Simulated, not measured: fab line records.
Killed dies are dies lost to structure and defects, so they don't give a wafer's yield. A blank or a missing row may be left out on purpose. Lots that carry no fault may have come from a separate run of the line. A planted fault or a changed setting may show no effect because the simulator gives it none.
fab line records -- flow nand_harc
record lots=7, wafers=20, last_day=24
route steps=1159 shown A_WL_FILL@813 END@1159
lots with no fault: from the same line, run without faults
start_h: hours from the record's opening day to when the first of the lot's shown wafers began -- wait_h: time in hours since the lot's previous step -- " repeats the value in the row above -- L1.1+2: a single row standing in for several wafers -- - value missing, or start not given -- * or withheld: withheld -- < > ~ a bound
route shown NAME@n: names a module that has steps shown in the file, with the first one's number in the route -- usual: mean/standard deviation of fault-free wafers -- same: alike in all rows -- chamber/n: place in a boat -- sites: per-site readings -- _std_site: the standard deviation of these -- _edge_site: outer sites' mean less inner sites' -- radius_mm: how far each site lies from the wafer's centre -- mask NAME#n: copy n -- behind: the last tool/chamber to shape the wafer -- hold: why the lot was held/for how many hours/how that ended -- device: the n, p or np transistor that did not switch -- end of line: the same wafers' tests at the end of the route -- a step with no rows: only its recipe -- killed: the dies lost at the first sort to structure and to defects; this is not the yield of the wafer -- map: shows each die of a wafer: x if killed, . if not, _ if none is there
set.NAME: the setting the step ran with; set.NAME@STEP: the setting that earlier step ran with -- model.NAME: the simulator's own value behind a step, which no gauge read
a table for each step, a row for each wafer; lots at some steps of the route
services: when a tool's chamber went out of use (start_h, in hours from the record's first day, below 0 if earlier), for how many hours, and the reason
## steps
# step NHARC_A_WL_FILL_CVD_03
# recipe target_thk_a=400, temp_c=300, pressure_torr=40, wf6_flow_sccm=40, h2_flow_sccm=1600, ar_flow_sccm=1560, time_s=3302, material=W
# usual heater_power_w=483/23, mfc_wf6_sccm=40.00/0.11, throttle_valve_pct=7.71/0.21
lot.wafer,tool,chamber,start_h,wait_h,heater_power_w,mfc_wf6_sccm,throttle_valve_pct
L223.1,cvd_w-02,1,363.30,3.1,468,39.89,7.67
L223.2,cvd_w-02,0,363.30,3.1,484,40.11,7.94
L223.6,cvd_w-02,1,365.16,5.0,469,40.15,8.02
L226.1,cvd_w-01,0,382.92,2.7,515,40.02,7.73
L226.3,cvd_w-01,0,382.92,2.7,515,39.89,7.67
L226.5,cvd_w-01,0,382.92,2.7,507,39.77,7.60
L231.3,cvd_w-01,1,405.88,7.0,502,40.21,7.69
L231.6,cvd_w-01,0,405.88,7.0,511,40.09,7.41
L231.5,cvd_w-01,1,405.88,7.0,480,40.14,7.77
L233.1,cvd_w-02,0,407.08,8.2,447,40.06,7.54
L233.6,cvd_w-02,0,409.00,10.1,449,39.91,7.30
L234.2,cvd_w-01,0,413.55,4.0,512,40.07,7.52
L234.1,cvd_w-01,1,413.55,4.0,500,39.78,7.84
L234.3,cvd_w-01,1,413.55,4.0,489,39.96,7.88
L232.2,cvd_w-02,0,415.45,0.5,445,40.00,7.50
L232.4,cvd_w-02,0,415.45,0.5,444,39.87,7.63
L232.6,cvd_w-02,1,415.45,0.5,458,40.04,7.71
L244.4,cvd_w-02,1,480.60,3.8,473,39.95,7.55
L244.6,cvd_w-02,1,480.60,3.8,469,39.72,7.76
L244.5,cvd_w-02,0,480.60,3.8,456,39.98,7.80
# step NHARC_A_WL_FILL_ETCHBACK_04
# recipe target_depth_a=600, time_s=120, chemistry=NF3
# usual chamber_pressure_mTorr=300.01/0.29, drypump_motor_current_A=5.5/0.55, oes_product_au=1.003/0.0095, run_length_s=141.1/0.48
lot.wafer,tool,chamber,start_h,wait_h,chamber_pressure_mTorr,drypump_motor_current_A,oes_product_au,rf_hours_counter_h,run_length_s
L223.2,rie_metal-03,0,366.58,2.3,299.75,5.3,0.998,1.7,140.6
L223.1,rie_metal-03,1,366.58,2.3,300.40,5.6,1.002,1.7,140.8
L223.6,rie_metal-03,1,366.58,2.3,299.91,5.6,1.000,-,141.0
L226.1,rie_metal-02,1,386.28,2.9,300.22,4.7,0.993,5.4,140.9
L226.3,rie_metal-02,1,386.28,2.9,300.09,4.7,1.009,-,140.9
L226.5,rie_metal-02,1,386.28,2.9,299.87,4.7,0.996,-,141.1
L231.3,rie_metal-03,1,407.88,1.5,300.08,5.6,1.005,-,140.8
L231.6,rie_metal-03,1,407.88,1.5,299.98,5.6,1.018,-,140.8
L231.5,rie_metal-03,0,407.88,1.5,299.73,5.3,1.003,-,140.6
L233.1,rie_metal-01,1,410.45,2.9,299.79,6.6,1.015,1.2,141.2
L233.6,rie_metal-01,1,410.45,2.9,299.72,6.5,1.005,-,141.2
L234.2,rie_metal-03,1,416.87,2.8,299.69,5.6,1.010,2.9,141.1
L234.1,rie_metal-03,0,416.87,2.8,299.68,5.3,0.999,2.9,140.3
L234.3,rie_metal-03,1,416.87,2.8,300.57,5.6,1.006,-,141.0
L232.2,rie_metal-01,0,418.31,2.4,300.50,6.0,1.011,2.1,141.2
L232.4,rie_metal-01,0,418.31,2.4,299.78,6.0,1.021,-,140.6
L232.6,rie_metal-01,1,418.31,2.4,299.91,6.5,1.010,-,141.2
L244.4,rie_metal-02,1,483.09,2.0,300.01,4.7,0.998,-,140.9
L244.5,rie_metal-02,0,483.09,2.0,300.15,5.5,1.008,-,141.7
L244.6,rie_metal-02,1,483.09,2.0,299.89,4.7,0.996,-,140.7
# step NHARC_A_WL_FILL_ETCHBACK_05
# recipe target_depth_a=220, time_s=60, temp_c=40, chemistry=Cl2/BCl3
# usual chamber_pressure_mTorr=10.000/0.0095, drypump_motor_current_A=5.5/0.55, oes_product_au=1.005/0.0085, run_length_s=81.1/0.51
lot.wafer,tool,chamber,start_h,wait_h,chamber_pressure_mTorr,drypump_motor_current_A,oes_product_au,rf_hours_counter_h,run_length_s
L223.1,rie_metal-03,1,366.81,0.2,9.998,5.6,1.000,1.8,80.8
L223.2,rie_metal-03,0,366.81,0.2,9.985,5.3,0.990,1.8,80.6
L223.6,rie_metal-03,1,366.81,0.2,9.992,5.6,0.994,-,81.0
L226.1,rie_metal-02,0,386.50,0.2,9.997,5.5,0.999,5.6,82.3
L226.3,rie_metal-02,1,386.50,0.2,9.990,4.7,1.011,-,81.0
L226.5,rie_metal-02,0,386.50,0.2,10.004,5.5,1.003,-,81.6
L231.3,rie_metal-03,1,408.09,0.2,10.009,5.6,1.005,-,80.6
L231.6,rie_metal-03,0,408.09,0.2,10.010,5.3,1.003,-,80.3
L231.5,rie_metal-03,1,408.09,0.2,10.008,5.6,1.011,-,81.0
L233.1,rie_metal-01,1,410.70,0.2,10.013,6.5,1.014,1.4,81.5
L233.6,rie_metal-01,0,410.70,0.2,9.984,6.0,1.014,-,80.8
L234.1,rie_metal-03,0,417.11,0.2,10.006,5.3,0.998,3.0,80.5
L234.2,rie_metal-03,1,417.11,0.2,10.007,5.6,1.008,3.0,81.0
L234.3,rie_metal-03,0,417.11,0.2,10.011,5.3,0.994,-,80.4
L232.2,rie_metal-01,0,418.52,0.2,9.998,6.0,1.015,2.3,80.5
L232.4,rie_metal-01,0,418.52,0.2,9.991,6.0,1.008,-,80.8
L232.6,rie_metal-01,1,418.52,0.2,10.006,6.5,0.993,-,81.1
L244.4,rie_metal-02,0,483.30,0.2,10.013,5.4,1.008,-,81.7
L244.6,rie_metal-02,0,483.30,0.2,10.010,5.4,1.013,-,81.8
L244.5,rie_metal-02,1,483.30,0.2,9.993,4.7,1.006,-,80.8
# step NHARC_A_WL_FILL_STRIP_27
# recipe power_w=1500, temp_c=250, time_s=20, chemistry=N2/H2
# step NHARC_A_WL_FILL_STRIP_28
# recipe time_s=1200, temp_c=72.5, chemistry=post_etch_residue_remover
# step NHARC_A_WL_FILL_PRECLEAN_06
# recipe time_s=300, chemistry=DIW
# step NHARC_A_WL_FILL_SRD_07
# step NHARC_A_WL_FILL_ANNEAL_08
# recipe temp_c=450, time_s=1800
# step NHARC_A_WL_FILL_ALD_10
# recipe target_thk_a=500, pulse_time_s=10, ald_cycles=500, temp_c=300, material=SiO2
# usual heater_power_w=459/52, precursor_pulse_height_rel=1.000/0.017
lot.wafer,tool,chamber,start_h,wait_h,heater_power_w,precursor_pulse_height_rel
L223.2,ald_hk-02,0,372.91,0.1,427,1.007
L223.1,ald_hk-02,1,372.91,0.1,413,1.038
L223.6,ald_hk-02,0,374.95,2.1,432,1.015
L226.3,ald_hk-01,0,389.31,0.1,455,0.987
L226.1,ald_hk-01,3,390.85,1.6,443,0.997
L226.5,ald_hk-01,0,390.85,1.6,449,1.002
L231.3,ald_hk-04,1,413.21,2.3,421,0.998
L231.6,ald_hk-04,1,415.25,4.3,415,0.993
L231.5,ald_hk-04,2,415.25,4.3,535,0.988
L233.1,ald_hk-04,3,418.68,2.4,452,0.998
L233.6,ald_hk-04,1,419.71,3.4,424,0.982
L234.2,ald_hk-02,1,423.01,0.6,416,1.007
L234.1,ald_hk-02,2,423.01,0.6,514,0.992
L234.3,ald_hk-02,3,423.01,0.6,552,1.018
L232.4,ald_hk-04,0,423.02,0.6,518,0.991
L232.2,ald_hk-04,1,423.02,0.6,424,1.000
L232.6,ald_hk-04,0,425.10,2.7,509,0.992
L244.4,ald_hk-02,2,489.17,0.6,521,1.031
L244.5,ald_hk-02,1,490.69,2.1,427,1.032
L244.6,ald_hk-02,2,490.69,2.1,523,0.981
# step NHARC_A_WL_FILL_ETCHBACK_16
# recipe target_depth_a=880, time_s=17.6, c4f8_flow_sccm=withheld, o2_flow_sccm=8, ar_flow_sccm=withheld, rf_w=600, bias_w=800, chemistry=C4F8/O2/Ar
# step NHARC_A_WL_FILL_STRIP_29
# recipe time_s=20, o2_flow_sccm=500, ar_flow_sccm=0, bias_w=0, chemistry=O2
# usual chamber_pressure_mTorr=60.00/0.057, drypump_motor_current_A=5.7/0.37, oes_product_au=0.999/0.0094, rf_vpp_V=57.8/0.9, showerhead_plenum_p_Torr=3.51/0.13, throttle_valve_pct=17.036/0.0091
lot.wafer,tool,chamber,start_h,wait_h,chamber_pressure_mTorr,drypump_motor_current_A,oes_product_au,rf_hours_counter_h,rf_vpp_V,showerhead_plenum_p_Torr,throttle_valve_pct
L223.2,rie_diel-04,1,377.62,0.1,59.93,5.8,1.002,2.1,56.7,3.66,17.031
L223.1,rie_diel-04,3,377.62,0.1,59.97,5.3,1.001,2.3,58.1,3.53,17.034
L223.6,rie_diel-04,2,377.62,0.1,60.06,5.2,1.003,-,56.5,3.33,17.047
L226.1,rie_diel-04,2,394.05,0.1,59.98,5.2,1.007,2.7,57.9,3.33,17.050
L226.3,rie_diel-04,0,394.05,0.1,60.01,6.4,1.005,2.7,58.7,3.53,17.036
L226.5,rie_diel-04,0,394.05,0.1,59.96,6.3,1.005,-,57.5,3.53,17.043
L231.3,rie_diel-04,3,417.92,0.1,60.06,5.3,1.000,2.9,57.4,3.53,17.048
L231.6,rie_diel-04,3,417.92,0.1,59.88,5.2,0.998,-,57.5,3.53,17.040
L231.5,rie_diel-04,0,417.92,0.1,60.04,6.4,0.996,-,57.7,3.53,17.032
L233.1,rie_diel-03,3,422.39,0.1,59.98,5.8,1.004,0.5,58.7,3.73,17.028
L233.6,rie_diel-03,2,422.39,0.1,60.01,5.7,1.010,-,58.0,3.71,17.037
L234.2,rie_diel-04,2,427.22,0.1,60.10,5.1,1.003,3.2,54.8,3.33,17.026
L234.3,rie_diel-04,3,427.22,0.1,59.96,5.2,0.992,3.1,58.8,3.53,17.026
L234.1,rie_diel-04,0,427.22,0.1,60.02,6.4,1.010,3.2,57.8,3.53,17.045
L232.4,rie_diel-03,3,427.27,0.1,60.04,5.8,0.993,0.7,58.9,3.73,17.042
L232.2,rie_diel-03,1,427.27,0.1,60.00,5.2,0.988,0.6,58.2,3.37,17.033
L232.6,rie_diel-03,3,427.27,0.1,59.93,5.7,1.002,-,57.6,3.73,17.027
L244.4,rie_diel-04,3,493.34,0.1,60.01,5.2,1.001,0.3,56.7,3.53,17.044
L244.5,rie_diel-04,3,493.34,0.1,60.02,5.2,0.995,-,57.2,3.53,17.028
L244.6,rie_diel-04,0,493.34,0.1,60.11,6.3,1.006,-,56.4,3.53,17.047
# step NHARC_A_WL_FILL_ETCHBACK_17
# recipe target_depth_a=40, time_s=26.7, chemistry=Cl2/BCl3
# usual chamber_pressure_mTorr=10.000/0.0095, drypump_motor_current_A=5.5/0.52, oes_product_au=1.004/0.0096, run_length_s=47.8/0.47
lot.wafer,tool,chamber,start_h,wait_h,chamber_pressure_mTorr,drypump_motor_current_A,oes_product_au,rf_hours_counter_h,run_length_s
L223.2,rie_metal-03,1,377.71,-,9.984,5.6,1.004,2.1,48.1
L223.1,rie_metal-03,0,377.71,-,10.003,5.3,1.004,2.1,47.3
L223.6,rie_metal-03,1,377.71,-,10.016,5.6,1.002,-,47.4
L226.1,rie_metal-03,0,394.16,-,10.006,5.3,0.997,2.6,47.1
L226.3,rie_metal-03,0,394.16,-,10.000,5.3,0.999,-,39.2
L226.5,rie_metal-03,0,394.16,-,9.996,5.3,1.000,-,47.1
L231.3,rie_metal-02,1,418.04,-,10.014,4.8,0.994,-,47.4
L231.6,rie_metal-02,1,418.04,-,9.994,4.7,1.001,-,47.6
L231.5,rie_metal-02,0,418.04,-,10.001,5.5,1.005,-,48.3
L233.1,rie_metal-03,0,422.47,-,10.008,5.3,0.990,3.1,47.3
L233.6,rie_metal-03,1,422.47,-,9.979,5.6,1.012,-,40.1
L234.2,rie_metal-01,1,427.30,-,9.984,6.5,1.005,1.7,48.0
L234.1,rie_metal-01,0,427.30,-,10.018,6.0,1.018,2.4,47.2
L234.3,rie_metal-01,0,427.30,-,10.020,6.0,1.024,-,47.5
L232.2,rie_metal-03,0,427.36,-,9.998,5.3,0.999,3.1,47.7
L232.4,rie_metal-03,0,427.36,-,10.007,5.3,1.001,-,47.3
L232.6,rie_metal-03,0,427.36,-,9.994,5.3,0.984,-,39.6
L244.4,rie_metal-02,0,493.47,-,10.004,5.4,0.991,-,48.4
L244.5,rie_metal-02,0,493.47,-,10.018,5.5,0.998,-,48.5
L244.6,rie_metal-02,1,493.47,-,10.004,4.7,0.989,-,47.7
# step NHARC_A_WL_FILL_PRECLEAN_18
# recipe time_s=30, chemistry=dHF
# step NHARC_END_SORT_01
# recipe temp_c=25
# usual killed_at_array=29/9.4, killed_at_other=0.7/1.3, killed_at_periphery=2.9/2.1, killed_dies=32/9, killed_open=3.3/1.8, killed_short=1.9/1.4
# same gross_dies=677
lot.wafer,tool,chamber,start_h,wait_h,killed_at_array,killed_at_other,killed_at_periphery,killed_dies,killed_open,killed_short
L223.1,prober-01,0,463.68,2.5,24,1,1,26,4,1
L223.2,prober-01,0,464.48,2.8,20,0,2,22,1,1
L223.6,prober-01,0,467.70,4.0,29,1,4,34,2,1
L231.3,prober-01,0,504.84,3.1,21,0,6,27,2,0
L231.5,prober-01,0,506.43,3.7,34,0,5,39,4,0
L231.6,prober-01,0,507.23,4.0,27,0,6,33,4,4
L234.1,prober-01,0,518.77,2.5,15,4,3,22,1,6
L234.2,prober-01,0,519.58,2.8,18,1,6,25,5,4
L234.3,prober-01,0,520.38,3.1,20,1,3,24,3,2
L232.2,prober-02,0,520.32,2.8,33,0,0,33,1,1
L232.4,prober-02,0,521.92,3.4,30,0,2,32,2,1
L232.6,prober-02,0,523.52,4.0,37,0,0,37,3,1
L244.4,prober-02,0,581.80,3.4,41,0,2,43,3,1
L244.5,prober-02,0,582.60,3.7,22,1,0,23,2,1
L244.6,prober-02,0,583.39,4.0,30,0,1,31,6,1
# killed by level:class
L223.1 A_CHANNEL_HOLE_D1:chamber_film_flake=9 A_STAIRCASE:chamber_film_flake=6 A_CONTACT:geometric_particle:open=2 A_CHANNEL_FILL_D1:chamber_film_flake=2 A_CONTACT:chamber_film_flake=2 P_M0:geometric_particle:open=1 A_CHANNEL_FILL_D1:geometric_particle:short=1 STARTING-WAFER:geometric_particle:open=1
L223.2 A_CHANNEL_HOLE_D1:chamber_film_flake=11 A_STAIRCASE:chamber_film_flake=4 A_CONTACT:geometric_particle:short=1 A_CONTACT:geometric_particle:open=1 P_STI:chamber_film_flake=1 P_CONTACT:chamber_film_flake=1 A_CHANNEL_FILL_D1:chamber_film_flake=1 A_SLIT:chamber_film_flake=1
L223.6 A_CHANNEL_HOLE_D1:chamber_film_flake=16 A_STAIRCASE:chamber_film_flake=5 P_STI:chamber_film_flake=3 A_CHANNEL_FILL_D1:chamber_film_flake=3 A_ONON_D1:geometric_particle:short=1 A_CHANNEL_FILL_D1:geometric_particle:open=1 A_CONTACT:geometric_particle:open=1 P_CONTACT:chamber_film_flake=1
L231.3 A_SLIT:chamber_film_flake=9 A_CHANNEL_HOLE_D1:chamber_film_flake=6 P_ZERO_WELL:chamber_film_flake=3 P_STI:chamber_film_flake=2 A_ZERO_WELL:chamber_film_flake=2 P_GATE:geometric_particle:open=1 A_WL_FILL:geometric_particle:open=1 A_STAIRCASE:chamber_film_flake=1
L231.5 A_SLIT:chamber_film_flake=15 A_SGD_CUT:chamber_film_flake=9 A_ONON_D1:geometric_particle:open=3 P_ZERO_WELL:chamber_film_flake=3 A_STAIRCASE:chamber_film_flake=3 A_CHANNEL_HOLE_D1:chamber_film_flake=2 P_GATE:geometric_particle:open=1 P_GATE:chamber_film_flake=1
L231.6 A_SLIT:chamber_film_flake=15 A_SGD_CUT:chamber_film_flake=3 A_WL_FILL:geometric_particle:short=2 P_ZERO_WELL:chamber_film_flake=2 P_M0:geometric_particle:open=1 A_ONON_D1:geometric_particle:short=1 A_ONON_D1:geometric_particle:open=1 A_SGD_CUT:geometric_particle:short=1
L234.1 A_CONTACT:chamber_film_flake=6 A_CHANNEL_HOLE_D1:chamber_film_flake=5 STARTING-WAFER:geometric_particle:short=2 THIN_TSV:chamber_film_flake=2 P_CONTACT:geometric_particle:short=1 P_M0:geometric_particle:short=1 A_ONON_D1:geometric_particle:short=1 A_CONTACT:geometric_particle:short=1
L234.2 A_CHANNEL_HOLE_D1:chamber_film_flake=6 A_CONTACT:chamber_film_flake=3 P_BONDPAD:chamber_film_flake=2 P_STI:geometric_particle:short=1 P_CONTACT:geometric_particle:short=1 P_M0:geometric_particle:short=1 P_M1:geometric_particle:short=1 A_CHANNEL_HOLE_D1:geometric_particle:open=1
L232.2 A_CHANNEL_HOLE_D1:chamber_film_flake=17 A_SLIT:chamber_film_flake=12 A_CHANNEL_FILL_D1:chamber_film_flake=2 A_SOURCE_PLATE:geometric_particle:short=1 A_ONON_D1:geometric_particle:open=1
L234.3 A_CHANNEL_HOLE_D1:chamber_film_flake=5 A_CONTACT:chamber_film_flake=4 A_STAIRCASE:chamber_film_flake=3 A_CONTACT:geometric_particle:short=2 P_BONDPAD:chamber_film_flake=2 A_SGD_CUT:chamber_film_flake=2 P_M1:geometric_particle:open=1 A_CONTACT:geometric_particle:open=1
L232.4 A_SLIT:chamber_film_flake=14 A_CHANNEL_HOLE_D1:chamber_film_flake=10 A_CHANNEL_FILL_D1:chamber_film_flake=2 A_WL_FILL:chamber_film_flake=2 P_CONTACT:geometric_particle:open=1 P_M2:geometric_particle:open=1 A_WL_FILL:geometric_particle:short=1 A_CONTACT:chamber_film_flake=1
L232.6 A_SLIT:chamber_film_flake=17 A_CHANNEL_HOLE_D1:chamber_film_flake=14 A_ONON_D1:geometric_particle:open=1 A_CHANNEL_FILL_D1:geometric_particle:open=1 A_SGD_CUT:geometric_particle:open=1 A_WL_FILL:geometric_particle:short=1 A_CHANNEL_FILL_D1:chamber_film_flake=1 A_CONTACT:chamber_film_flake=1
L244.4 A_SLIT:chamber_film_flake=20 A_CONTACT:chamber_film_flake=8 A_STAIRCASE:chamber_film_flake=3 A_CHANNEL_HOLE_D1:chamber_film_flake=2 A_M1:chamber_film_flake=2 P_GATE:geometric_particle:open=1 P_CONTACT:geometric_particle:short=1 A_ONON_D1:geometric_particle:open=1
L244.5 A_SLIT:chamber_film_flake=13 A_CONTACT:chamber_film_flake=3 A_WL_FILL:chamber_film_flake=2 A_CHANNEL_FILL_D1:geometric_particle:short=1 A_WL_FILL:geometric_particle:open=1 STARTING-WAFER:geometric_particle:open=1 A_CHANNEL_HOLE_D1:unspecified=1 A_STAIRCASE:chamber_film_flake=1
L244.6 A_SLIT:chamber_film_flake=14 A_CHANNEL_HOLE_D1:unspecified=3 A_WL_FILL:geometric_particle:open=2 A_WL_FILL:chamber_film_flake=2 A_CONTACT:chamber_film_flake=2 P_GATE:geometric_particle:open=1 A_CHANNEL_HOLE_D1:geometric_particle:short=1 A_CHANNEL_FILL_D1:geometric_particle:open=1
## services
tool,chamber,start_h,hours,kind
rie_diel-04,1,340.69,4.1,repair
rie_diel-03,-,345.47,0.4,repair
rie_diel-04,0,346.90,-,clean
ald_hk-04,-,364.00,10.0,pm
cvd_w-02,-,376.32,13.0,pm
rie_metal-01,1,379.89,15.7,repair
rie_diel-04,1,385.83,11.1,repair
rie_metal-02,-,388.00,9.0,pm
rie_metal-02,0,388.00,9.0,vent_cycle
rie_metal-02,1,388.00,9.0,vent_cycle
rie_diel-03,-,392.30,9.0,pm
rie_metal-02,0,397.00,-,clean
rie_metal-02,1,397.00,-,clean
ald_hk-01,-,407.92,10.0,pm
rie_diel-04,-,409.14,1.6,repair
rie_metal-03,1,444.02,4.8,repair
rie_metal-03,-,453.15,9.0,pm
rie_metal-03,0,453.15,9.0,vent_cycle
rie_metal-03,1,453.15,9.0,vent_cycle
ald_hk-02,-,461.17,10.0,pm
rie_metal-03,0,462.15,-,clean
rie_metal-03,1,462.15,-,clean
rie_diel-04,-,465.90,9.0,pm
cvd_w-01,-,477.95,13.0,pm
## key
first_sign step=NHARC_A_WL_FILL_ETCHBACK_17, reading=run_length_s, direction=down, sigmas=17, usual=*, struck=*
effect none on later readings
met_at NHARC_A_WL_FILL_ETCHBACK_17
struck_wafers L226.3,L232.6,L233.6
tester_left_out L226,L232,L233
onset_between 377.71 394.16
fault kind=process_parameter_drift, tool=rie_metal-03, chamber=-, onset_h=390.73, steps=NHARC_A_WL_FILL_ETCHBACK_17, channel=time_s, offset=*, shape=step, end_h=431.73, scope=struck_wafers_only, acts_in=*, stated=*
# tester_left_out: of these lots the tester's yield and bins aren't shown, on N5 and GAA mostly nor the transistor test; their killed dies are dies lost to structure and defects alone, not to doping, threshold or leakage, so they don't give the yield
